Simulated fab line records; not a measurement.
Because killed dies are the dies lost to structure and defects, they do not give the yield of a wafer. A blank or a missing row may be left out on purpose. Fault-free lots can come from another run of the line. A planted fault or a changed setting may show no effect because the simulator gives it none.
Chamber matching :: flow n5-finfet :: rie-diel-05 running N5_BEOL_M3_ETCH_63: 4 sister chambers
The step etches SiARC in CF4, target depth 15.6 nm, time 26 s. 18 wafers are shown with their chamber, then 9 later ones without.

== EACH WAFER AND ITS CHAMBER ==
wafer: L074.2
chamber: 0
throttle-valve-pct (%): 15.88
showerhead-plenum-p-Torr (Torr): 2.12
oes-product-au (a.u.): 0.61

wafer: L074.3
chamber: 2
throttle-valve-pct (%): 15.89
showerhead-plenum-p-Torr (Torr): 2.17
oes-product-au (a.u.): 0.71

wafer: L074.4
chamber: 3
throttle-valve-pct (%): 15.38
showerhead-plenum-p-Torr (Torr): 2.16
oes-product-au (a.u.): 0.67

wafer: L076.2
chamber: 2
throttle-valve-pct (%): 15.88
showerhead-plenum-p-Torr (Torr): 2.17
oes-product-au (a.u.): 0.70

wafer: L076.3
chamber: 0
throttle-valve-pct (%): 15.90
showerhead-plenum-p-Torr (Torr): 2.12
oes-product-au (a.u.): 0.60

wafer: L076.5
chamber: 1
throttle-valve-pct (%): 15.32
showerhead-plenum-p-Torr (Torr): 2.09
oes-product-au (a.u.): 0.75

wafer: L078.1
chamber: 3
throttle-valve-pct (%): 15.39
showerhead-plenum-p-Torr (Torr): 2.15
oes-product-au (a.u.): 0.65

wafer: L078.3
chamber: 2
throttle-valve-pct (%): 15.91
showerhead-plenum-p-Torr (Torr): 2.16
oes-product-au (a.u.): 0.70

wafer: L078.4
chamber: 1
throttle-valve-pct (%): 15.33
showerhead-plenum-p-Torr (Torr): 2.09
oes-product-au (a.u.): 0.74

wafer: L084.2
chamber: 0
throttle-valve-pct (%): 15.94
showerhead-plenum-p-Torr (Torr): 2.12
oes-product-au (a.u.): 0.59

wafer: L084.3
chamber: 3
throttle-valve-pct (%): 15.42
showerhead-plenum-p-Torr (Torr): 2.15
oes-product-au (a.u.): 0.64

wafer: L084.4
chamber: 1
throttle-valve-pct (%): 15.34
showerhead-plenum-p-Torr (Torr): 2.08
oes-product-au (a.u.): 0.73

wafer: L086.4
chamber: 3
throttle-valve-pct (%): 15.41
showerhead-plenum-p-Torr (Torr): 2.15
oes-product-au (a.u.): 0.64

wafer: L086.5
chamber: 1
throttle-valve-pct (%): 15.34
showerhead-plenum-p-Torr (Torr): 2.08
oes-product-au (a.u.): 0.73

wafer: L086.6
chamber: 0
throttle-valve-pct (%): 15.95
showerhead-plenum-p-Torr (Torr): 2.12
oes-product-au (a.u.): 0.58

wafer: L087.2
chamber: 1
throttle-valve-pct (%): 15.36
showerhead-plenum-p-Torr (Torr): 2.08
oes-product-au (a.u.): 0.72

wafer: L087.4
chamber: 2
throttle-valve-pct (%): 15.93
showerhead-plenum-p-Torr (Torr): 2.16
oes-product-au (a.u.): 0.69

wafer: L087.5
chamber: 2
throttle-valve-pct (%): 15.93
showerhead-plenum-p-Torr (Torr): 2.16
oes-product-au (a.u.): 0.69

SIGNATURES (averages over the wafers above)
reading: throttle-valve-pct
chamber 0: 15.9175
chamber 1: 15.3380
chamber 2: 15.9080
chamber 3: 15.4000
scatter within a chamber: 0.0227

reading: showerhead-plenum-p-Torr
chamber 0: 2.1200
chamber 1: 2.0840
chamber 2: 2.1640
chamber 3: 2.1525
scatter within a chamber: 0.00474

reading: oes-product-au
chamber 0: 0.5950
chamber 1: 0.7340
chamber 2: 0.6980
chamber 3: 0.6500
scatter within a chamber: 0.0116
Rule: for each reading, subtract the chamber's mean from the wafer's reading, divide by that reading's scatter and square the result; add these up over the readings and take the root, which gives the wafer's distance from the chamber. If the next closest chamber is less than 2 further off than the closest, the wafer can't be placed; otherwise it belongs to the closest. The scatter is the square root of a quotient: the sum, over the shown wafers, of each reading's squared deviation from its chamber's mean, divided by wafers minus chambers.

== WAFERS MISSING THEIR CHAMBER ==
wafer: L088.2
throttle-valve-pct (%): 15.37
showerhead-plenum-p-Torr (Torr): 2.08
oes-product-au (a.u.): 0.72

wafer: L088.3
throttle-valve-pct (%): 15.42
showerhead-plenum-p-Torr (Torr): 2.15
oes-product-au (a.u.): 0.64

wafer: L088.5
throttle-valve-pct (%): 15.36
showerhead-plenum-p-Torr (Torr): 2.08
oes-product-au (a.u.): 0.73

wafer: L092.2
throttle-valve-pct (%): 15.43
showerhead-plenum-p-Torr (Torr): 2.15
oes-product-au (a.u.): 0.64

wafer: L092.5
throttle-valve-pct (%): 15.38
showerhead-plenum-p-Torr (Torr): 2.08
oes-product-au (a.u.): 0.72

wafer: L092.6
throttle-valve-pct (%): 15.95
showerhead-plenum-p-Torr (Torr): 2.11
oes-product-au (a.u.): 0.58

wafer: L093.1
throttle-valve-pct (%): 15.43
showerhead-plenum-p-Torr (Torr): 2.15
oes-product-au (a.u.): 0.63

wafer: L093.3
throttle-valve-pct (%): 15.95
showerhead-plenum-p-Torr (Torr): 2.15
oes-product-au (a.u.): 0.68

wafer: L093.6
throttle-valve-pct (%): 15.97
showerhead-plenum-p-Torr (Torr): 2.15
oes-product-au (a.u.): 0.69

== EACH ONE'S CHAMBER ==
wafer: L088.2
from the rows above: 1
in truth: 1

wafer: L088.3
from the rows above: 3
in truth: 3

wafer: L088.5
from the rows above: 1
in truth: 1

wafer: L092.2
from the rows above: 3
in truth: 3

wafer: L092.5
from the rows above: 1
in truth: 1

wafer: L092.6
from the rows above: 0
in truth: 0

wafer: L093.1
from the rows above: 3
in truth: 3

wafer: L093.3
from the rows above: 2
in truth: 2

wafer: L093.6
from the rows above: 2
in truth: 2
Correct placement for 9 of the 9. Not placeable from these rows: 0. Placed wrongly: 0.
